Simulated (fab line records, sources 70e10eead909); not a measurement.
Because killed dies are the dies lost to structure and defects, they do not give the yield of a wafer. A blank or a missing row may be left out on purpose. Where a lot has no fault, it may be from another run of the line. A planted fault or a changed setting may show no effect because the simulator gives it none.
Which of the tools did it? -- flow nand harc -- 33 wafers from 11 lots sampled at 5 of the route's 1302 steps

WHAT THE GAUGES READ, wafer by wafer
NHARC_END_SORT_01. Usual: killed at array 59, standard deviation 21; killed at other 0.8, standard deviation 1.1; killed at periphery 4.1, standard deviation 2.8; killed dies 64, standard deviation 20; killed open 3.1, standard deviation 1.7; killed short 2.4, standard deviation 1.6.
lot,measured,on,killed at array,killed at other,killed at periphery,killed dies,killed open,killed short,flag
L250,day 28 19:29,prober-02,46,3,4,53,2,0,
L249,day 29 08:59,prober-02,74 46,1 0,6 8,81 54,3 2,4 2,

TOOL THAT RAN EACH LOT (tool first, then ch and the chambers of the sampled wafers, then the start)
lot,NHARC_A_SLIT_ETCH_29,NHARC_A_SLIT_STRIP_18,NHARC_A_WL_FILL_ALD_10,NHARC_A_WL_FILL_CVD_23
L241,"rie diel-05 ch 0,2,3, day 20 09:46","rie diel-05 ch 0,1,2, day 21 00:32 or earlier","ald hk-04 ch 0,1,3, day 21 00:32","lpcvd poly-03 ch 0, day 21 06:53"
L243,"rie diel-05 ch 0,2,3, day 21 03:15","rie diel-05 ch 0,1,2, day 22 01:47 or earlier","ald hk-01 ch 0,1,3, day 22 01:47","lpcvd poly-01 ch 0, day 22 09:17"
L248,"rie diel-05 ch 0,3, day 23 11:30","rie diel-05 ch 0,2,3, day 24 02:11 or earlier","ald hk-03 ch 1,2,3, day 24 02:11","lpcvd poly-03 ch 0, day 24 10:10"
L250,"rie diel-05 ch 0,2, day 24 10:44","rie diel-05 ch 0,1, day 25 00:56 or earlier","ald hk-04 ch 0,1,3, day 25 00:56","lpcvd poly-03, day 25 09:46"
L249,"rie diel-09 ch 0,1,2, day 24 12:31","rie diel-09 ch 0,2,3, day 25 12:37 or earlier","ald hk-03 ch 0,3, day 25 12:37","lpcvd poly-02, day 25 20:04"
L253,"rie diel-09 ch 0,1, day 26 01:32","rie diel-09 ch 0,2,3, day 26 17:40 or earlier","ald hk-01 ch 1,2,3, day 26 17:40","lpcvd poly-03 ch 0, day 27 00:39"
L257,"rie diel-05 ch 0,1,3, day 27 20:50","rie diel-05 ch 1,2, day 28 10:33 or earlier","ald hk-04 ch 1,2,3, day 28 10:33","lpcvd poly-03 ch 0, day 28 17:23"
L259,"rie diel-05 ch 0,1,2, day 28 06:50","rie diel-05 ch 1,2,3, day 29 00:14 or earlier","ald hk-01 ch 0,1, day 29 00:14","lpcvd poly-01 ch 0, day 29 06:55"
L261,"rie diel-09 ch 0,1,3, day 28 08:12","rie diel-09 ch 0,3, day 28 23:54 or earlier","ald hk-04 ch 0,2,3, day 28 23:54","lpcvd poly-01 ch 0, day 29 06:55"
L260,"rie diel-09 ch 0,1,3, day 28 10:40","rie diel-09 ch 0,1,3, day 29 02:32 or earlier","ald hk-03 ch 0,3, day 29 02:32","lpcvd poly-01 ch 0, day 29 09:28"
L262,"rie diel-05 ch 2,3, day 28 23:48","rie diel-05 ch 0,3, day 29 16:26 or earlier","ald hk-04 ch 0,3, day 29 16:26","lpcvd poly-02 ch 0, day 29 23:21"
- NHARC_A_SLIT_ETCH_29: etches the open film in CF4/O2, target depth 100 nm, overetch 10 nm, time 55 s.
- NHARC_A_SLIT_STRIP_18: strips in O2.
- NHARC_A_WL_FILL_ALD_10: deposits SiO2, target thk 50 nm, pulse time 10 s, ald cycles 500.
- NHARC_A_WL_FILL_CVD_23: deposits poly-Si, target thk 40 nm, time 800 s.

WHAT THE TOOLS THEMSELVES READ (means of the sampled wafers that have a number; where no wafer has one, the mark that the record gives instead)
NHARC_A_SLIT_ETCH_29. Usual: drypump motor current A 5.8 A, standard deviation 0.43; oes_f_703_au 1.000 a.u., standard deviation 0.0043; oes product au 0.997 a.u., standard deviation 0.011; rf vpp V 198.2 V, standard deviation 1.4; showerhead plenum p Torr 1.35 Torr, standard deviation 0.057; throttle valve pct 13.397 %, standard deviation 0.0083.
lot,tool,drypump motor current A (A),oes_f_703_au (a.u.),oes product au (a.u.),rf vpp V (V),showerhead plenum p Torr (Torr),throttle valve pct (%),flag
L241,rie diel-05,5.8,1.003,0.995,197.0,1.32,13.391,
L243,rie diel-05,5.8,0.998,1.008,197.7,1.32,13.399,
L248,rie diel-05,5.6,0.997,1.002,195.7,1.27,13.397,
L250,rie diel-05,5.6,0.997,0.998,197.5,1.34,13.395,
L249,rie diel-09,5.4,0.993,1.001,198.5,1.39,13.397,
L253,rie diel-09,5.6,0.999,1.006,200.2,1.42,13.396,
L257,rie diel-05,6.0,1.001,0.991,197.8,1.30,13.407,
L259,rie diel-05,5.7,0.997,0.996,197.8,1.32,13.397,
L261,rie diel-09,5.8,1.000,0.994,199.7,1.41,13.396,
L260,rie diel-09,5.8,1.001,0.999,198.8,1.41,13.393,
L262,rie diel-05,5.9,0.998,1.003,198.4,1.36,13.399,

NHARC_A_SLIT_STRIP_18. Usual: drypump motor current A 5.8 A, standard deviation 0.43; oes product au 0.997 a.u., standard deviation 0.011; rf vpp V 57.9 V, standard deviation 0.76; showerhead plenum p Torr 3.59 Torr, standard deviation 0.14; throttle valve pct 17.036 %, standard deviation 0.0091.
lot,tool,drypump motor current A (A),oes product au (a.u.),rf vpp V (V),showerhead plenum p Torr (Torr),throttle valve pct (%),flag
L241,rie diel-05,5.8,0.993,58.5,3.51,17.037,
L243,rie diel-05,5.7,0.991,57.9,3.51,17.039,
L248,rie diel-05,5.8,1.006,58.1,3.48,17.031,
L250,rie diel-05,5.6,1.009,57.4,3.40,17.045,
L249,rie diel-09,5.7,0.994,57.9,3.65,17.036,
L253,rie diel-09,5.7,0.988,58.4,3.65,17.033,
L257,rie diel-05,5.9,1.001,58.3,3.60,17.034,
L259,rie diel-05,6.1,1.001,57.7,3.55,17.045,
L261,rie diel-09,6.1,0.999,57.3,3.69,17.037,
L260,rie diel-09,5.8,0.995,58.3,3.71,17.030,
L262,rie diel-05,6.0,0.991,58.0,3.41,17.031,

NHARC_A_WL_FILL_ALD_10. Usual: heater power w 454 W, standard deviation 53; precursor pulse height rel 1.002, standard deviation 0.019; susceptor temp C 299.99 C, standard deviation 0.2.
lot,tool,heater power w (W),precursor pulse height rel,susceptor temp C (C),flag
L241,ald hk-04,413,1.015,299.82,
L243,ald hk-01,490,1.000,300.12,
L248,ald hk-03,462,0.990,300.15,
L250,ald hk-04,418,1.028,299.99,
L249,ald hk-03,512,1.002,299.97,
L253,ald hk-01,480,1.004,299.97,
L257,ald hk-04,423,1.013,300.07,
L259,ald hk-01,488,1.013,300.18,
L261,ald hk-04,435,1.009,300.11,
L260,ald hk-03,517,0.998,299.90,
L262,ald hk-04,443,1.005,299.90,

NHARC_A_WL_FILL_CVD_23. Usual: pressure mtorr 200.1 mTorr, standard deviation 0.41; run length s 801.8 s, standard deviation 0.37; spike tc bottom C 637.3 C, standard deviation 2.4.
lot,tool,pressure mtorr (mTorr),run length s (s),spike tc bottom C (C),flag
L241,lpcvd poly-03,199.9,801.6,637.3,
L243,lpcvd poly-01,200.1,801.4,637.8,
L248,lpcvd poly-03,199.5,801.8,638.3,
L250,lpcvd poly-03,-,-,-,OFF
L249,lpcvd poly-02,-,-,-,OFF
L253,lpcvd poly-03,200.1,801.4,636.6,
L257,lpcvd poly-03,199.8,801.5,637.8,
L259,lpcvd poly-01,199.9,802.0,635.9,
L261,lpcvd poly-01,200.1,801.5,636.3,
L260,lpcvd poly-01,200.3,801.4,636.0,
L262,lpcvd poly-02,199.5,802.8,642.5,

THE ANSWER, worked out from the rows above alone
Rule: lot off if the mean of its wafers having a number is beyond 3 standard deviations from the usual mean. A lot without any number at a reading at which 4 lots or more have one is off too. Where the step has rows for the other lots, those lots are counted as sound. The gauges are gone through in route order, then the tools' own readings, and for those a lot's mean is taken as printed above. The first step at which some lot is off is used, and at that step the reading that is off furthest; a lot without a number counts as furthest.
Off: L250, L249 (NHARC_A_WL_FILL_CVD_23, pressure mtorr). Without a number there: L250, L249.
If a tool, at that step or one of the process steps before it, ran each lot that is off and ran no sound lot following the first of them, it fits. NHARC_A_SLIT_STRIP_18: start missing for some lots; hours and lot order therefore follow NHARC_A_WL_FILL_ALD_10. No candidate that was tried fits.

WHAT THE SIMULATOR HAD INSERTED
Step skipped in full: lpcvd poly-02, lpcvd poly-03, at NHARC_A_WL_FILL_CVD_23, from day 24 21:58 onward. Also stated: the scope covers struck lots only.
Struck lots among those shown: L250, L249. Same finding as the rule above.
